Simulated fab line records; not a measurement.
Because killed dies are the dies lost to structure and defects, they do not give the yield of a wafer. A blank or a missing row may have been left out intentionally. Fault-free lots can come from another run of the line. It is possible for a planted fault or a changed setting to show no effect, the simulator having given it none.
Split-lot study | flow n5 finfet | route with 1938 steps; 7 lots, 21 wafers read

== THE SPLIT ==
At N5_BEOL_M0_TRENCH_ETCH_107 (etches SiOC in C4F6/O2, target depth 32.8 nm, time 16.4 s), the setting target depth a was moved away from the recipe's 328 angstrom on 6 of the 21 wafers read, by -8.0% to +8.7%. All remaining wafers had this setting at the recipe value.

== SPLIT TO READING: what lies between them in the file, 1 step ==
- N5_BEOL_M0_STRIP_142: strips in N2/H2, time 10 s

== THE READING ==
trench depth nm, in nm, at N5_BEOL_M0_OCD_MEAS_108. A value of 32.7 nm with a standard deviation of 0.51 nm is what fault-free wafers of this fab line usually give.

wafer  | tool, chamber at the split | target depth a as run, angstrom | against the recipe | trench depth nm, nm | against lot-mates on the recipe
L077.1 | rie diel-02, 0,2           | 328                             | recipe             | 33.1                | -
L077.5 | rie diel-02, 3             | 345                             | +5.2%              | 34.6                | +1.8
L077.6 | rie diel-02, 0,2           | 328                             | recipe             | 32.5                | -
L078.4 | rie diel-06, 1             | 301.9                           | -8.0%              | 30.0                | -2.8
L078.5 | rie diel-06, 1             | 328                             | recipe             | 32.4                | -
L078.6 | rie diel-06, 0             | 328                             | recipe             | 33.1                | -
L080.1 | rie diel-01, 2             | 328                             | recipe             | 32.6                | -
L080.5 | rie diel-01, 1             | 328                             | recipe             | 31.9                | -
L080.6 | rie diel-01, 0             | 328                             | recipe             | 33.1                | -
L083.4 | rie diel-06, 0             | 328                             | recipe             | 32.9                | -
L083.5 | rie diel-06, 3             | 328                             | recipe             | 33.3                | -
L083.6 | rie diel-06, 0             | 328                             | recipe             | 32.9                | -
L084.2 | rie diel-02, 0             | 328                             | recipe             | 32.7                | -
L084.4 | rie diel-02, 1             | 308.1                           | -6.1%              | 30.5                | -2.5
L084.6 | rie diel-02, 1             | 328                             | recipe             | 33.2                | -
L096.3 | rie diel-02, 0             | 307.1                           | -6.4%              | 30.8                | -1.7
L096.5 | rie diel-02, 3             | 328                             | recipe             | 32.5                | -
L096.6 | rie diel-02, 2             | 307.1                           | -6.4%              | 30.1                | -2.4
L097.2 | rie diel-02, 1,0           | 328                             | recipe             | 33.2                | -
L097.4 | rie diel-02, 0             | 356.7                           | +8.7%              | 36.0                | +3.0
L097.5 | rie diel-02, 1,0           | 328                             | recipe             | 32.9                | -
When a row names more than one chamber, that row covers several wafers, and the file does not tell which wafer ran in which chamber.

FIT RESULTS
A straight line over all 21 wafers: trench depth nm changes by +0.364 nm for each +1% of target depth a; r = +0.97; the points scatter about the line by 0.35 nm.
The same after taking each lot's own level away (the mean of its wafers on the recipe; 21 wafers): +0.344 nm for each +1%; r = +0.97; scatter 0.31 nm.
The reading moves by 3 nm for the largest change in target depth a, on that fit.
From 32.50 to 33.05 nm: that is the span of the lots' own levels, equal to 1.1 times the standard deviation above.
The two slopes are in agreement: the lot-to-lot level therefore moves the slope only a little.
Check: +3.03 nm against its lot-mates is what the line predicts for one of the wafers moved furthest among these (+8.7%) when that wafer is left out of the fit. It came out at +2.95 nm against them.

== THE WHOLE CHAIN: every reading that the file lists as answering this split, in the file's order ==
step                       | what it does                                              | reading                                                                   | change (the file's fit)               | r (the file's)
N5_BEOL_M0_TRENCH_ETCH_107 | etches SiOC in C4F6/O2, target depth 32.8 nm, time 16.4 s | BEOL_M0.feature depth nm (the simulator's own value, which no gauge read) | +0.313 nm for each +1% of the setting | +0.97
N5_BEOL_M0_OCD_MEAS_108    |                                                           | trench depth nm                                                           | +0.347 nm for each +1% of the setting | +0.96

== THE FILE'S OWN FIT ==
trench depth nm changes by +0.347 nm for each +1% of target depth a, r = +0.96.
